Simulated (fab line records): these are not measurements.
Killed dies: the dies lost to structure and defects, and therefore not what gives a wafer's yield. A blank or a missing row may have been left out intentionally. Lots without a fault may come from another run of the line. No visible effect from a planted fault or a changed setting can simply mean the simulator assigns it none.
Matching of chambers | flow nandHarc | NHARC_P_BONDPAD_CMP_19 on cmp-01 has 4 sister chambers
The step polishes, t overpolish 30 s, cu recess touch 16 s, target thk 160.81 nm. 14 wafers are shown with their chamber, then 6 later ones without.

== WAFERS PAIRED WITH THEIR CHAMBERS ==
wafer  | chamber | motorCurrentA (A) | overpolishRunS (s)
L927.1 | 1       | 11.5              | 29.985
L927.2 | 0       | 12.2              | 29.998
L927.3 | 3       | 11.6              | 29.998
L929.1 | 0       | 12.1              | 29.994
L929.2 | 1       | 11.4              | 30.004
L929.4 | 2       | 12.8              | 29.995
L931.3 | 1       | 11.7              | 30.008
L931.4 | 2       | 13.2              | 29.981
L931.6 | 2       | 12.5              | 30.003
L937.4 | 2       | 12.5              | 30.005
L937.5 | 1       | 11.4              | 30.005
L940.3 | 3       | 11.2              | 30.002
L940.4 | 1       | 11.9              | 30.003
L940.5 | 3       | 11.0              | 30.023

SIGNATURES (means of the wafers above)
reading        | chamber 0 | chamber 1 | chamber 2 | chamber 3 | scatter within a chamber
motorCurrentA  | 12.150    | 11.580    | 12.750    | 11.267    | 0.266
overpolishRunS | 29.99600  | 30.00100  | 29.99600  | 30.00767  | 0.0103
Rule: for each reading, subtract the chamber's mean from the wafer's reading, divide by that reading's scatter and square the result; add these up over the readings and take the root, which gives the wafer's distance from the chamber. The wafer belongs to the nearest chamber; if the next one is less than 2 further off, it can't be placed. The scatter: the root of (the sum of the squares of (reading less its chamber's mean) over the shown wafers, divided by (wafers less chambers)).

== WAFERS WITH NO CHAMBER GIVEN ==
wafer  | motorCurrentA (A) | overpolishRunS (s)
L943.1 | 12.4              | 30.006
L943.3 | 13.9              | 30.002
L943.5 | 11.6              | 30.005
L944.3 | 13.1              | 29.995
L944.4 | 11.9              | 30.007
L944.5 | 12.9              | 30.002

== EACH ONE'S CHAMBER ==
wafer  | from the rows above          | in truth
L943.1 | can't be placed: 0 or 2 or 1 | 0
L943.3 | 2                            | 2
L943.5 | can't be placed: 1 or 3 or 0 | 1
L944.3 | 2                            | 2
L944.4 | can't be placed: 1 or 0 or 3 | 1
L944.5 | 2                            | 2
Correctly placed: 3 of 6. Cannot be placed on the basis of these rows: 3; the candidates contain the true chamber in 3. Placed wrongly: 0.
